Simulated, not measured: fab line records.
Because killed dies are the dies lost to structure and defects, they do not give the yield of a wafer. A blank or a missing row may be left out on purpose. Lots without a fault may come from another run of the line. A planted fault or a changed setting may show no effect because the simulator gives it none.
Comparing a struck lot with a sound one -- flow nand_harc -- 14 steps out of a route of 1302
Sound: these wafers, L458.1, L458.3, L458.4. Struck: wafers L462.1, L462.5 (left out: L462.4, a lot-mate that was not struck); the cause follows at the end.
Order at every step that has rows: each side's tool, ch and its chambers, its first start. Under that, the readings that differ: sound wafers -- struck wafers -- difference of the means -- sigmas: that difference in standard deviations of wafers without a fault.
alike: same words and numbers on both sides, and readings whose means sit less than 2 such deviations apart. not compared: any withheld reading, any reading some wafer has no value for, any bound like >300 that may hide the same value, and any number with overlapping values for which the record gives no deviation.
Wherever a step has rows on one side only, a row that says differs or no value, or a row with sigmas, the two part there. Numbers that have no deviation but don't overlap get no sigmas and don't part them. A reading that every wafer of one side lacks parts them only if that side has two wafers or more.

first, 5 steps without rows for these wafers: NHARC_A_STAIRCASE_EBR_213; NHARC_A_STAIRCASE_EXPOSE_214 (exposes mask STAIR 3); NHARC_A_STAIRCASE_PEB_215 (peb time 130 s); NHARC_A_STAIRCASE_DEVELOP_216 (time 140 s); NHARC_A_STAIRCASE_HARDBAKE_218 (time 140 s).
NHARC_A_STAIRCASE_DESCUM_219: chemistry O2, time 3 s.
  sound on rie_diel-13 ch 0,2, day 19 13:32; struck on rie_diel-04 ch 0,3, day 21 01:32
  alike: drypump_motor_current_A, oes_product_au, rf_vpp_V, showerhead_plenum_p_Torr, throttle_valve_pct
  not compared: rf_hours_counter_h
NHARC_A_STAIRCASE_TRIM_220: chemistry O2, time 211.2 s.
  sound on rie_diel-13 ch 0,2, day 19 13:42; struck on rie_diel-04 ch 0,1, day 21 01:38
  alike: drypump_motor_current_A, oes_product_au, rf_vpp_V, showerhead_plenum_p_Torr, throttle_valve_pct
  not compared: rf_hours_counter_h
NHARC_A_STAIRCASE_ETCH_221: etches the open film in C4F8/O2, target depth 100 nm, time 40.5 s.
  sound: rie_diel-13 ch 0,2,3; struck: rie_diel-04 ch 0,2
  alike: oes_product_au, rf_fwd_power_W, rf_vpp_V, run_length_s
  not compared: rf_hours_counter_h
then, 1 step without rows for these wafers: NHARC_A_STAIRCASE_TRIM_222 (chemistry O2, time 211.2 s).
NHARC_A_STAIRCASE_ETCH_223: etches the open film in C4F8/O2, target depth 100 nm, time 40.5 s.
  sound: rie_diel-13 ch 0,2; struck: rie_diel-04 ch 1,3
  alike: oes_product_au, rf_fwd_power_W, rf_vpp_V, run_length_s
  not compared: rf_hours_counter_h
then, 1 step without rows for these wafers: NHARC_A_STAIRCASE_TRIM_224 (chemistry O2, time 211.2 s).
NHARC_A_STAIRCASE_ETCH_225: etches the open film in C4F8/O2, target depth 100 nm, time 40.5 s.
  sound on rie_diel-13 ch 0,2, day 19 14:32; struck on rie_diel-04 ch 0, day 21 02:14
reading,sound,struck,difference,sigmas
rf_fwd_power_W (W),588 594 585,- -,no value on the struck wafers,
run_length_s (s),61.7 62.2 61.7,50.7 51.1,-11.0,-21
  alike: oes_product_au, rf_vpp_V
  not compared: rf_hours_counter_h
NHARC_A_STAIRCASE_TRIM_226: chemistry O2, time 211.2 s.
  sound: rie_diel-13 ch 0,2,3; struck: rie_diel-04 ch 2,3
  alike: drypump_motor_current_A, oes_product_au, rf_vpp_V, showerhead_plenum_p_Torr, throttle_valve_pct
  not compared: rf_hours_counter_h
-- break in the record here, with 8 days between the starts of the struck wafers on either side (left off in module A_STAIRCASE, picked up again in module END, where the first step shown is number 1302 on the route) --
NHARC_END_SORT_01:
  the record has rows for the struck wafers here (prober-02 ch 0, day 29 05:30) and none for the sound ones

## WHERE THEY PART
Earliest at NHARC_A_STAIRCASE_ETCH_225; latest, in this record, at NHARC_END_SORT_01.

WHY: what had been put in by the simulator
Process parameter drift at NHARC_A_STAIRCASE_ETCH_225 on rie_diel-04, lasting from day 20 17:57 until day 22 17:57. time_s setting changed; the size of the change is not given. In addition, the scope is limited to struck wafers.
